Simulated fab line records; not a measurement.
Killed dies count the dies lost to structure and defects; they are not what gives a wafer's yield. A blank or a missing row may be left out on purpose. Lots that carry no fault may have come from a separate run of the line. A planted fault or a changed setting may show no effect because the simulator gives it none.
Struck lot and sound lot, side by side + flow n5_finfet + 38 out of 1938 route steps
Sound: wafers L658.1, L658.2, L658.5. The struck wafers were L675.2, L675.5, L675.6. The cause is named last.
Order at every step that has rows: each side's tool, ch and its chambers, its first start. Under that, the readings that differ: sound wafers + struck wafers + difference of the means + sigmas: that difference in standard deviations of wafers without a fault.
alike: a reading whose means differ by less than 2 such deviations, as well as words and numbers matching on both sides. not compared: withheld readings; readings where some wafer has no value; bounds like >300 that might hide an equal value; numbers whose values overlap and for which the record gives no deviation.
Wherever a step has rows on one side only, a row that says differs or no value, or a row with sigmas, the two part there. Numbers that have no deviation but don't overlap get no sigmas and don't part them. A reading that every wafer of one side lacks parts them only if that side has two wafers or more.

first, 9 steps without rows for these wafers: N5_BEOL_M4_ANNEAL_95 (time 240 s); N5_BEOL_M4_SPUTTER_96 (material Cu, target thk 4.5 nm, time 8.29 s); N5_BEOL_M4_ECD_50 (material Cu, target thk 300 nm); N5_BEOL_M4_ANNEAL_51 (time 90 s); N5_BEOL_M4_CMP_52 (polishes, stops on SiOC, t overpolish 6.8 s, target thk 40 nm); N5_BEOL_M4_PRE_CLEAN_60 (time 15 s); N5_BEOL_M4_CO_CAP_55 (material Co, precursor CCTBA/H2, target thk 2 nm, time 102.1 s); N5_BEOL_M4_PRE_CLEAN_56 (time 15 s); N5_BEOL_M4_DEP_57 (deposits SiCN from 3MS/NH3, target thk 8 nm, time 14 s).
N5_BEOL_M4_RC_MEAS_101:
  sound on prober-01 ch 0, day 8 15:10; struck on prober-02 ch 0, day 12 21:55
  alike: DIBL_N, DIBL_P, IOFF_N, IOFF_P, ION_N, ION_P, SS_N, SS_P, VT_N, VT_P
then, 24 steps without rows for these wafers: N5_BEOL_M5_ILD_DEP_00 (deposits SiCOH lowk from DEMS/porogen, target thk 140.64 nm, time 25.9 s); N5_BEOL_M5_CURE_79 (cures SiCOH lowk, time 240 s); N5_BEOL_M5_PECVD_70 (deposits SiO2 from TEOS/O2, target thk 16 nm, time 18 s); N5_BEOL_M5_HM_DEP_02 (deposits TiN, target thk 20 nm); N5_BEOL_M5_COAT_59 (time 60 s, resist thk 60 nm); N5_BEOL_M5_COAT_60 (time 60 s, resist thk 12 nm); N5_BEOL_M5_COAT_71 (time 60 s, resist thk 5 nm); N5_BEOL_M5_COAT_05 (resist thk 30 nm); N5_BEOL_M5_EBR_07; N5_BEOL_M5_SOFTBAKE_06 (time 60 s); N5_BEOL_M5_EXPOSE_08 (exposes mask M5, target cd 28 nm); N5_BEOL_M5_PEB_09 (peb time 60 s); N5_BEOL_M5_DEVELOP_10 (develop time 30 s); N5_BEOL_M5_DESCUM_16 (chemistry O2, time 7 s); N5_BEOL_M5_ETCH_72 (etches underlayer in N2/H2, target depth 6.5 nm, time 5.2 s); N5_BEOL_M5_ETCH_61 (etches SiARC in CF4, target depth 15.6 nm, time 26 s); N5_BEOL_M5_ETCH_62 (etches SOC in N2/H2, target depth 75 nm, overetch 15 nm, time 112.5 s); N5_BEOL_M5_STRIP_63 (strips in N2/H2); N5_BEOL_M5_STRIP_73 (strips in N2/H2); N5_BEOL_M5_STRIP_64 (strips in CF4); N5_BEOL_M5_HM_OPEN_17 (chemistry Cl2/BCl3, target TiN, target depth 20 nm, overetch 6 nm); N5_BEOL_M5_STRIP_19 (strips in O2); N5_BEOL_M5_COAT_65 (time 60 s, resist thk 60 nm); N5_BEOL_M5_COAT_66 (time 60 s, resist thk 12 nm).
N5_BEOL_M9_STRIP_19: strips in O2.
  sound on rie_diel-04 ch 1,2, day 10 09:05; struck on rie_diel-04 ch 0,2,3, day 14 16:15
  no value came back on the struck wafers for any of 7 readings (bias_power_w (W), chamber_pressure_mTorr (mTorr) and others); on the sound wafers bias_power_w (W) reads 0 0 0
| reading                                  | sound | struck       | difference | sigmas |
|------------------------------------------|-------|--------------|------------|--------|
| model.SOC_of_BEOL_M9_COAT_59.thk_nm (nm) | 0 0 0 | 92.2 92.2 92 | +92.1      |        |
  not compared: rf_hours_counter_h
N5_BEOL_M9_ETCH_66: etches SOC in N2/H2, target depth 80 nm, overetch 16 nm, time 120 s.
  sound on rie_diel-06 ch 1,3, day 10 10:32; struck on rie_diel-03 ch 0,2,3, day 14 17:02
| reading                  | sound             | struck            | difference | sigmas |
|--------------------------|-------------------|-------------------|------------|--------|
| oes_product_au (a.u.)    | 0.68 0.53 0.68    | 0.82 0.72 0.86    | +0.17      | +3     |
| model.etch.depth_nm (nm) | 59.89 59.89 59.88 | 96.12 95.26 97.93 | +36.55     |        |
  alike: bias_w, drypump_motor_current_A, rf_vpp_V, showerhead_plenum_p_Torr, throttle_valve_pct
  not compared: rf_hours_counter_h
N5_BEOL_M9_VIA_ETCH_34: etches SiCOH lowk in C4F6/O2, target depth 182.4 nm, time 68.4 s.
  sound on rie_diel-06 ch 1,3, day 10 10:38; struck on rie_diel-03 ch 0,2,3, day 14 17:08
| reading               | sound          | struck         | difference | sigmas |
|-----------------------|----------------|----------------|------------|--------|
| oes_product_au (a.u.) | 0.90 0.69 0.90 | 0.32 0.27 0.32 | -0.53      | -6     |
  alike: bias_w, drypump_motor_current_A, mfc_ar_sccm, oes_f_703_au, rf_vpp_V, showerhead_plenum_p_Torr, throttle_valve_pct
  not compared: rf_hours_counter_h
-- record jumps: 2 days separate the struck wafers' starts on either side; left off in module BEOL_M9, taken up again in module PASSIVATION, whose first shown step is the route's number 1936 --
N5_PASSIVATION_PROBE_49:
  struck on prober-02, day 17 03:27; sound on prober-01, day 13 00:08
| reading                  | sound          | struck         | difference | sigmas      |
|--------------------------|----------------|----------------|------------|-------------|
| defect_limited_yield (%) | 95.0 90.3 92.9 | 0 0 0          | -93        | -58         |
| killed_at_M4_up          | 12 17 6        | 1092 1071 1084 | +1071      | +99 or more |
| killed_dies              | 59 114 84      | 1180 1180 1180 | +1094      | +58         |
| killed_on_rim            | 5 14 14        | 152 152 152    | +141       | +35         |
| sort_bin_5_function (%)  | 3.3 5.5 4.0    | 96.2 95.8 96.4 | +91.9      | +93         |
| sort_n_pass              | 1121 1066 1096 | 0 0 0          | -1094      | -58         |
| sort_yield_pct (%)       | 95.0 90.3 92.9 | 0 0 0          | -93        | -58         |
  alike: killed_at_M0_to_M3, killed_at_contacts, killed_at_front_end, killed_at_other, killed_open, killed_short, sort_bin_6_memory

== WHERE THEY PART ==
First at N5_BEOL_M9_STRIP_19; last, within this record, at N5_PASSIVATION_PROBE_49.

WHY: whatever the simulator had introduced
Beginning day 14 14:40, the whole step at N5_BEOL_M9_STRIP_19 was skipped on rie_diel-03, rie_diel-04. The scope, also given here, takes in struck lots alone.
